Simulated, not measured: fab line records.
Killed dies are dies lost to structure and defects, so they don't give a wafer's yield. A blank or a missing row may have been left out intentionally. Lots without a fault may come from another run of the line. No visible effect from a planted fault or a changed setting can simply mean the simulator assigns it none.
Which tool did it? -- flow nand_harc -- Sampling: 11 lots, 33 wafers, 6 of 1302 route steps

WHAT THE GAUGES SHOWED, per wafer
NHARC_P_M0_CD_MEAS_09 targets a cd of 90 nm.
lot,measured,on,cd_nm (nm)
L888,day 6 16:44,cd_sem-03,90.5 91.1 90.3
L890,day 7 14:55,cd_sem-03,90.2 90.4 90.4
L891,day 8 07:05,cd_sem-01,89.7 90.6 90.3
L892,day 8 17:11,cd_sem-03,89.9 89.5 89.9
L894,day 9 18:04,cd_sem-02,107.6 108.8 107.9
L895,day 10 01:25,cd_sem-01,89.6 89.7 89.2
L897,day 11 00:25,cd_sem-03,104.4 104.9 105.6
L903,day 13 06:32,cd_sem-02,90.4 89.7 90.2
L904,day 13 16:02,cd_sem-02,90.5 89.4 90.6
L906,day 14 06:26,cd_sem-01,90.1 89.9 89.6
L909,day 15 16:16,cd_sem-02,90.2 90.3 90.2

NHARC_END_SORT_01.
lot,measured,on,defect_limited_yield (%),killed_at_array,killed_at_other,killed_at_periphery,killed_dies,killed_open,killed_short
L894,day 28 08:04,prober-01,96.2,22,0,4,26,3,3

WHAT TOOL EACH LOT RAN ON (gives the tool, then ch and the chambers of the sampled wafers, and finally the start)
lot,NHARC_P_CONTACT_ETCH_31,NHARC_P_M0_PEB_07,NHARC_P_M0_DESCUM_14,NHARC_P_M0_ETCH_15
L888,"rie_diel-09 ch 0,2,3, day 6 16:39 or earlier","litho_track-01 ch 0, day 6 16:39","rie_diel-04 ch 1,2,3, day 6 16:56","rie_diel-04 ch 1,2,3, no start"
L890,"rie_diel-02 ch 0,1,3, day 7 14:50 or earlier","litho_track-04 ch 0, day 7 14:50","rie_diel-04 ch 0,2,3, day 7 15:07","rie_diel-04 ch 1,2,3, no start"
L891,"rie_diel-03 ch 0,1,2, day 8 07:00 or earlier","litho_track-06 ch 0, day 8 07:00","rie_diel-06 ch 1,2,3, day 8 07:17","rie_diel-06 ch 1,2,3, no start"
L892,"rie_diel-09 ch 2,3, day 8 17:05 or earlier","litho_track-01 ch 0, day 8 17:05","rie_diel-06 ch 2,3, day 8 17:22","rie_diel-06 ch 0,1,2, no start"
L894,"rie_diel-03 ch 0,1,3, day 9 17:58 or earlier","litho_track-01 ch 0, day 9 17:58","rie_diel-04 ch 0,3, day 9 18:15","rie_diel-04 ch 1,3, day 28 08:04 or earlier"
L895,"rie_diel-09 ch 0,1,3, day 10 01:20 or earlier","litho_track-06 ch 0, day 10 01:20","rie_diel-04 ch 0,1,2, day 10 01:36","rie_diel-04 ch 2,3, no start"
L897,"rie_diel-02 ch 0,3, day 11 00:19 or earlier","litho_track-01 ch 0, day 11 00:19","rie_diel-01 ch 1,2, day 11 00:35","rie_diel-01 ch 0,2,3, no start"
L903,"rie_diel-09 ch 0,2, day 13 06:27 or earlier","litho_track-01 ch 0, day 13 06:27","rie_diel-01 ch 2,3, day 13 06:44","rie_diel-01 ch 0,3, no start"
L904,"rie_diel-09 ch 0,2,3, day 13 15:57 or earlier","litho_track-04 ch 0, day 13 15:57","rie_diel-06 ch 1,2,3, day 13 16:13","rie_diel-06 ch 1,2, no start"
L906,"rie_diel-02 ch 2,3, day 14 06:22 or earlier","litho_track-04 ch 0, day 14 06:22","rie_diel-06 ch 1,2, day 14 06:38","rie_diel-06 ch 0,2, no start"
L909,"rie_diel-03 ch 0,2,3, day 15 16:11 or earlier","litho_track-01 ch 0, day 15 16:11","rie_diel-01 ch 1,2, day 15 16:27","rie_diel-01 ch 0,1, no start"
- NHARC_P_CONTACT_ETCH_31: etches the open film in CH3F/O2, target depth 30 nm, time 85.7 s.
- NHARC_P_M0_PEB_07: peb time 65 s.
- NHARC_P_M0_DESCUM_14: chemistry O2, time 3 s.
- NHARC_P_M0_ETCH_15: etches the open film in C4F8/Ar, target depth 150 nm, overetch 15 nm, time 82.5 s.

WHAT THE TOOLS THEMSELVES READ (means of the sampled wafers that have a number; where no wafer has one, the mark that the record gives instead)
NHARC_P_CONTACT_ETCH_31.
lot,tool,drypump_motor_current_A (A),mfc_ar_sccm (sccm),oes_product_au (a.u.),rf_vpp_V (V),showerhead_plenum_p_Torr (Torr),throttle_valve_pct (%)
L888,rie_diel-09,6.2,199.9,0.984,243.6,2.45,20.654
L890,rie_diel-02,5.3,199.5,0.974,244.1,2.40,20.664
L891,rie_diel-03,5.8,200.1,0.969,244.0,2.42,20.663
L892,rie_diel-09,6.2,200.7,0.967,244.6,2.42,20.662
L894,rie_diel-03,5.8,199.8,0.990,244.3,2.43,20.659
L895,rie_diel-09,5.9,200.1,0.983,244.0,2.46,20.660
L897,rie_diel-02,5.0,199.3,0.993,243.3,2.37,20.654
L903,rie_diel-09,6.4,200.4,0.995,244.8,2.44,20.671
L904,rie_diel-09,6.2,199.6,0.966,244.1,2.45,20.662
L906,rie_diel-02,5.2,199.8,0.961,243.7,2.35,20.671
L909,rie_diel-03,5.9,199.7,0.968,244.5,2.50,20.664

NHARC_P_M0_PEB_07.
lot,tool,exhaust_pa (Pa),heater_power_total_W (W),plate_temp_C (C)
L888,litho_track-01,43.3,156.6,99.92
L890,litho_track-04,45.8,156.3,100.17
L891,litho_track-06,45.3,156.4,99.89
L892,litho_track-01,45.4,156.6,100.15
L894,litho_track-01,45.4,169.3,105.65
L895,litho_track-06,45.7,156.3,99.95
L897,litho_track-01,45.0,168.8,105.84
L903,litho_track-01,43.6,156.2,100.20
L904,litho_track-04,45.2,156.8,100.11
L906,litho_track-04,44.1,156.9,99.97
L909,litho_track-01,46.3,156.6,99.96

NHARC_P_M0_DESCUM_14.
lot,tool,drypump_motor_current_A (A),mfc_ar_sccm (sccm),oes_product_au (a.u.),rf_vpp_V (V),showerhead_plenum_p_Torr (Torr),throttle_valve_pct (%)
L888,rie_diel-04,5.7,0.000,0.996,58.0,1.92,11.317
L890,rie_diel-04,5.5,0.000,1.005,57.8,1.93,11.321
L891,rie_diel-06,5.7,0.004,0.993,57.8,1.89,11.312
L892,rie_diel-06,5.6,0.006,0.999,57.8,1.94,11.315
L894,rie_diel-04,5.6,0.000,0.995,58.5,1.88,11.309
L895,rie_diel-04,5.5,0.000,0.999,57.5,1.92,11.318
L897,rie_diel-01,5.7,0.003,0.991,57.3,1.92,11.308
L903,rie_diel-01,5.7,0.001,0.985,58.4,1.95,11.305
L904,rie_diel-06,5.7,0.004,0.992,57.8,1.88,11.321
L906,rie_diel-06,6.1,0.005,0.988,57.9,1.88,11.313
L909,rie_diel-01,5.7,0.003,0.978,58.4,1.91,11.305

NHARC_P_M0_ETCH_15.
lot,tool,oes_product_au (a.u.),rf_vpp_V (V)
L888,rie_diel-04,0.936,441.7
L890,rie_diel-04,0.944,441.3
L891,rie_diel-06,0.961,440.7
L892,rie_diel-06,0.973,439.3
L894,rie_diel-04,0.966,439.6
L895,rie_diel-04,0.970,441.7
L897,rie_diel-01,0.965,442.7
L903,rie_diel-01,0.972,444.2
L904,rie_diel-06,0.920,438.2
L906,rie_diel-06,0.968,439.9
L909,rie_diel-01,0.916,444.4

THE ANSWER, worked out from the rows above alone
Rule: the usual values come from the lots themselves. The widest of any qualifying gaps counts: lots, ordered by their means at a reading, are off when they make up no more than a third of the lots, leave a main group of 4 or more, and stand apart from it by 3 or more times the standard deviation of that group's means. A main group whose means are all the same, to the digits that the tables above print for the reading, isn't used. A lot without any number at a reading at which 4 lots or more have one is off too. The other lots that the step has rows for count as sound. Order of review: gauges by route order, followed by the tools' own readings, for which a lot's mean as printed above is used. The first step at which some lot is off is used, and at that step the reading that is off furthest; a lot without a number counts as furthest.
Off: L894, L897, at NHARC_P_M0_CD_MEAS_09 (cd_nm). Mean 90.1 nm and standard deviation 0.32 in the main group.
If a tool, at a process step before that reading, ran all the lots that are off and no sound lot after the first of them, it fits. Not tried: the gauges at NHARC_P_M0_CD_MEAS_09; whatever is off there is also off at NHARC_P_M0_PEB_07, on other tools, and gauge error can't account for it. NHARC_P_CONTACT_ETCH_31: start missing for some lots; hours and lot order therefore follow NHARC_P_M0_PEB_07. Of those tried, none fits.

WHAT THE SIMULATOR PUT IN
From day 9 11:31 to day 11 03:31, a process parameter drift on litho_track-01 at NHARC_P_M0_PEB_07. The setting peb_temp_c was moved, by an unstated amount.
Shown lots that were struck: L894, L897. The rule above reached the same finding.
